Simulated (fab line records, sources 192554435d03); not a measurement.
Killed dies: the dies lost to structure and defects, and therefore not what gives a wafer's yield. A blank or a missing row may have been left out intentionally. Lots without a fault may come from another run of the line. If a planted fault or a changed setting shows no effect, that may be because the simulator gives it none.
Split-lot experiment -- flow n5Finfet -- 21 wafers read across 7 lots, on a route 1938 steps long

## ON THE SPLIT
At N5_SD_EPI_P_PEB_07 (peb time 60 s), the setting pebTimeS was moved away from the recipe's 60 s on 8 of the 21 wafers read, by +10.3% to +20.3%. This setting was run at the recipe's value on the other wafers.

## FROM SPLIT TO READING: 1 step shown by the file between the two
- N5_SD_EPI_P_DEVELOP_08: develop time 30 s

## THE READING
cdNm (nm) at N5_SD_EPI_P_CD_MEAS_09, where the cd target is 240 nm. Typical for fault-free wafers on this fab line: 240.4 nm, with standard deviation 0.84 nm.

wafer,"tool, chamber at the split","pebTimeS as run, s",against the recipe,"cdNm, nm",against lot-mates on the recipe
L075.1,"lithoTrack-04, 0",60,recipe,240.1,-
L075.3,"lithoTrack-04, 0",60,recipe,239.7,-
L075.4,"lithoTrack-04, 0",60,recipe,240.9,-
L078.1,"lithoTrack-04, 0",60,recipe,239.9,-
L078.2,"lithoTrack-04, 0",66.8,+11.3%,243.0,+3.1
L078.6,"lithoTrack-04, 0",66.8,+11.3%,243.3,+3.4
L085.1,"lithoTrack-04, 0",72.15,+20.3%,247.8,no lot-mate on the recipe
L085.5,"lithoTrack-04, 0",72.15,+20.3%,247.3,no lot-mate on the recipe
L085.6,"lithoTrack-04, 0",72.15,+20.3%,247.3,no lot-mate on the recipe
L087.3,"lithoTrack-04, 0",60,recipe,240.5,-
L087.4,"lithoTrack-04, 0",60,recipe,240.3,-
L087.6,"lithoTrack-04, 0",71.47,+19.1%,245.9,+5.5
L092.1,"lithoTrack-02, 0",70.13,+16.9%,245.3,+5.8
L092.3,"lithoTrack-02, 0",60,recipe,240.3,-
L092.6,"lithoTrack-02, 0",60,recipe,238.7,-
L093.3,"lithoTrack-04, 0",66.21,+10.3%,243.7,+2.5
L093.4,"lithoTrack-04, 0",60,recipe,240.9,-
L093.6,"lithoTrack-04, 0",60,recipe,241.5,-
L097.3,"lithoTrack-02, 0",60,recipe,239.9,-
L097.5,"lithoTrack-02, 0",60,recipe,240.4,-
L097.6,"lithoTrack-02, 0",60,recipe,239.5,-

FIT RESULTS
A straight line over all 21 wafers: cdNm changes by +0.333 nm for each +1% of pebTimeS; r = +0.97; the points scatter about the line by 0.69 nm.
The same after taking each lot's own level away (the mean of its wafers on the recipe; 18 wafers): +0.3 nm for each +1%; r = +0.97; scatter 0.48 nm.
According to that fit, moving pebTimeS by its largest amount changes the reading by 6.1 nm.
The span of the lots' own levels, 239.50 to 241.20 nm, comes to 2.0 times the standard deviation stated above.
In other words, the slope is changed by the lot-to-lot level; the two fits disagree.
Check: for one of the wafers moved furthest among these (+19.1%), held out of the fit, the line's prediction against its lot-mates is +5.83 nm. It came out at +5.5 nm against them.

## THE WHOLE CHAIN: every reading that the file lists as answering this split, in the file's order
step,what it does,reading,change (the file's fit),r (the file's)
N5_SD_EPI_P_CD_MEAS_09,target cd 240 nm,cdNm,+0.297 nm for each +1% of the setting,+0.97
N5_SD_EPI_P_DESCUM_14,"chemistry O2, time 7.9 s","SD_EPI_P.cdNm (the simulator's own value, which no gauge read)",+0.303 nm for each +1% of the setting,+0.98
N5_SD_EPI_P_ETCH_36,"etches SiARC in CF4, target depth 45.5 nm, time 75.8 s","SD_EPI_P.cdNm (the simulator's own value, which no gauge read)",+0.32 nm for each +1% of the setting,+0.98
N5_SD_EPI_P_ETCH_37,"etches SOC in N2/H2, overetch 108 nm, time 486 s","SD_EPI_P.cdNm (the simulator's own value, which no gauge read)",+0.309 nm for each +1% of the setting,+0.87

## FILE'S OWN FIT
cdNm changes by +0.297 nm for each +1% of pebTimeS, r = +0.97.
